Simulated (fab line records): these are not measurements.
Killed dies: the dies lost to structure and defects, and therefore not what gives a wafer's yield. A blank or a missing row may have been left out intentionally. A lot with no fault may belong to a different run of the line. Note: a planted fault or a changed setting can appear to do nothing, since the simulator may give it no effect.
Which tool is to blame? -- flow nandHarc -- 6 lots, 18 wafers sampled, at 4 steps of a route of 1302

== WHAT THE GAUGES SHOWED, per wafer ==
NHARC_END_SORT_01.
lot,measured,on,defectLimitedYield (%)
L685,day 27 19:38,prober-02,75.9 74.0 77.5

== WHICH TOOL RAN EACH LOT (tool, then ch and the chambers of the sampled wafers, then the start) ==
lot,NHARC_A_BONDPAD_DESCUM_11,NHARC_A_BONDPAD_PRE_CLEAN_26,NHARC_THIN_TSV_DESCUM_14
L679,"rieDiel-07 ch 0,2,3, day 23 16:08","pvdSputter-02, day 23 17:08","rieDiel-09 ch 1,2,3, day 24 07:05"
L685,"rieDiel-07 ch 1,2, day 26 09:01","pvdSputter-03, day 26 10:02","rieDiel-09 ch 1,2, day 26 23:54"
L691,"rieDiel-10 ch 0,2,3, day 28 19:40","pvdSputter-02, day 28 20:40","rieDiel-03 ch 0,1,2, day 29 12:16"
L696,"rieDiel-07 ch 1,2, day 31 03:24","pvdSputter-01, day 31 04:23","rieDiel-09 ch 1,2, day 32 02:45"
L697,"rieDiel-07 ch 1,2, day 31 12:04","pvdSputter-01, day 31 13:13","rieDiel-03 ch 0,1, day 32 05:08"
L700,"rieDiel-07 ch 0,1,2, day 32 14:39","pvdSputter-02, day 32 15:38","rieDiel-01 ch 0,1, day 33 06:43"
- NHARC_A_BONDPAD_DESCUM_11: chemistry O2, time 3 s.
- NHARC_A_BONDPAD_PRE_CLEAN_26: time 30 s.
- NHARC_THIN_TSV_DESCUM_14: chemistry O2, time 3 s.

== THE ANSWER, worked out from the rows above alone ==
Rule: usual is defined by the lots themselves. The widest of any qualifying gaps counts: lots, ordered by their means at a reading, are off when they make up no more than a third of the lots, leave a main group of 4 or more, and stand apart from it by 3 or more times the standard deviation of that group's means. If all means in a main group match to the digits the tables above print for the reading, that group is not used. Also off: a lot with no number at a reading for which 4 or more lots have one. All remaining lots with rows at the step are treated as sound.
No lot is off on any of the readings shown, so nothing can be concluded from this.

== WHAT THE SIMULATOR HAD PUT IN ==
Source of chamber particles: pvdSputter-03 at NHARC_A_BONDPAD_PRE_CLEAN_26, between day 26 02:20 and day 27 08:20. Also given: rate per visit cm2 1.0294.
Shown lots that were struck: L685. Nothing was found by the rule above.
